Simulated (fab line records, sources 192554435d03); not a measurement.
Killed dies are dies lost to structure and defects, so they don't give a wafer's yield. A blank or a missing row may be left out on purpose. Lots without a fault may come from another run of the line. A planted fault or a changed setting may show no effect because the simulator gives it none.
Which tool did it? | flow n5_finfet | 6 lots, 17 wafers sampled, at 2 steps of a route of 1938

WHAT THE GAUGES READ, wafer by wafer
N5_HKMG_FIN_INSPECT_61: inspects for defects (macro).
lot  | measured    | on                | raw_defect_count
L880 | day 4 11:25 | defect_inspect-02 | 2 0 2
L882 | day 5 05:22 | defect_inspect-01 | 2 5 1
L884 | day 5 14:32 | defect_inspect-01 | 1 4 1
L887 | day 6 03:30 | defect_inspect-01 | 1 2
L896 | day 8 09:18 | defect_inspect-02 | 2 1 0
L900 | day 9 12:47 | defect_inspect-01 | 2 2 3

WHICH TOOL RAN EACH LOT (tool, then ch and the chambers of the sampled wafers, then the start)
lot  | N5_HKMG_FIN_ALD_75
L880 | ald_hk-02 ch 0,1,2, day 4 11:01
L882 | ald_hk-03 ch 0,2,3, day 5 04:50
L884 | ald_hk-01 ch 0,2,3, day 5 14:09
L887 | ald_hk-01 ch 0,1, day 6 02:59
L896 | ald_hk-03 ch 2,3, day 8 08:47
L900 | ald_hk-01 ch 0,1, day 9 12:23
- N5_HKMG_FIN_ALD_75: deposits Al2O3, target thk 1 nm, co reactant pulse time 1 s.

THE ANSWER, worked out from the rows above alone
Rule: what is usual is taken from the lots themselves. Put in order of their means at a reading, lots are off if they are a third of the lots or fewer, leave a main group of 4 or more, and stand apart from it by a gap of 3 or more times the standard deviation of the main group's means; of several such gaps the widest counts. A main group whose means are all the same, to the digits that the tables above print for the reading, isn't used. A lot without any number at a reading at which 4 lots or more have one is off too. The other lots that the step has rows for count as sound.
No lot is off at any reading shown: from this, nothing can be told.

WHAT THE SIMULATOR HAD PUT IN
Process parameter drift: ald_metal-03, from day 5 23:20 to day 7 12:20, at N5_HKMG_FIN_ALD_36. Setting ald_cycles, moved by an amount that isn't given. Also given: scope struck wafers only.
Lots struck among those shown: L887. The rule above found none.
